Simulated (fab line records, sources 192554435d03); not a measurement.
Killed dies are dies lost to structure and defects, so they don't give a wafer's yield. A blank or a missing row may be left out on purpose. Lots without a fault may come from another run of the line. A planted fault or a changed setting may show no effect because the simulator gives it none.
A struck lot beside a sound one | flow n5_finfet | 14 steps out of a route of 1938
Sound: wafers L327.1, L327.4, L327.6. Struck: wafers L318.3, L318.5, L318.6. The cause comes at the end.
At each step with rows: each side's tool, then ch and its chambers, then its first start. Under that, the readings that differ: sound wafers | struck wafers | difference of the means | sigmas: that difference in standard deviations of wafers without a fault.
alike: readings whose means differ by less than 2 such deviations, and words and numbers that are the same on both sides. not compared: withheld readings, readings that some wafer has no value for, bounds like >300 that may hide the same value, and numbers for which the record gives no deviation and whose values overlap.
The two part at a step that has a row with sigmas, a row that says differs or no value, or rows on one side only. Numbers that don't overlap but have no deviation are shown without sigmas and don't part them. A reading that every wafer of one side lacks parts them only if that side has two wafers or more.

N5_BEOL_M13_THK_MEAS_50: measures by xrf.
  sound on film_metro-01, day 14 07:32; struck on film_metro-01, day 12 04:16
  alike: M13_THK
then, 1 step without rows for these wafers: N5_BEOL_M13_PRE_CLEAN_52 (time 15 s).
N5_BEOL_M13_DEP_53: deposits SiCN from 3MS/NH3, target thk 50 nm, time 17.8 s.
  sound on pecvd-02 ch 0,1,2, day 14 07:35; struck on pecvd-01 ch 0,1,2, day 12 04:20
  reading                         | sound             | struck            | difference | sigmas
  showerhead_plenum_p_Torr (Torr) | 4.173 4.178 4.215 | 4.151 4.156 4.098 | -0.054     | -2
  alike: throttle_valve_pct
N5_BEOL_M13_RS_MEAS_54: measures by four-point-probe.
  sound on film_metro-01, day 14 07:40; struck on film_metro-02, day 12 04:23
  alike: M13_RS
N5_BEOL_M13_INSPECT_55: inspects for defects (darkfield).
  sound on defect_inspect-01, day 14 07:41; struck on defect_inspect-02, day 12 04:25
  alike: raw_defect_count
N5_BEOL_M14_ILD_DEP_00: deposits SiO2 from TEOS/O2, target thk 1119.3 nm, time 237.4 s.
  sound on pecvd-03 ch 0,1,2, day 14 07:43; struck on pecvd-03 ch 0,1,2, day 12 04:28
  alike: heater_power_w, showerhead_plenum_p_Torr, throttle_valve_pct
N5_BEOL_M14_THK_MEAS_01:
  sound on film_metro-01, day 14 07:55; struck on film_metro-02, day 12 04:39
  alike: M14_ILD_THK
then, 5 steps without rows for these wafers: N5_BEOL_M14_COAT_58 (time 60 s, resist thk 89 nm); N5_BEOL_M14_COAT_04 (resist thk 800 nm); N5_BEOL_M14_EBR_06; N5_BEOL_M14_SOFTBAKE_05 (time 60 s); N5_BEOL_M14_EXPOSE_07 (exposes mask V13).
N5_BEOL_M14_PEB_08: peb time 90 s.
  sound on litho_track-03 ch 0, day 14 08:13; struck on litho_track-02, day 12 04:50
  no value came back on the struck wafers for chill_plate_temp_C (C), exhaust_pa (Pa), resist_line_temp_C (C); on the sound wafers chill_plate_temp_C (C) reads 22.87 23.02 23.11
then, 1 step without rows for these wafers: N5_BEOL_M14_DEVELOP_09 (develop time 45 s).

WHERE THEY PART
First at N5_BEOL_M13_DEP_53; last, within this record, at N5_BEOL_M14_PEB_08.

WHY: what the simulator had put in
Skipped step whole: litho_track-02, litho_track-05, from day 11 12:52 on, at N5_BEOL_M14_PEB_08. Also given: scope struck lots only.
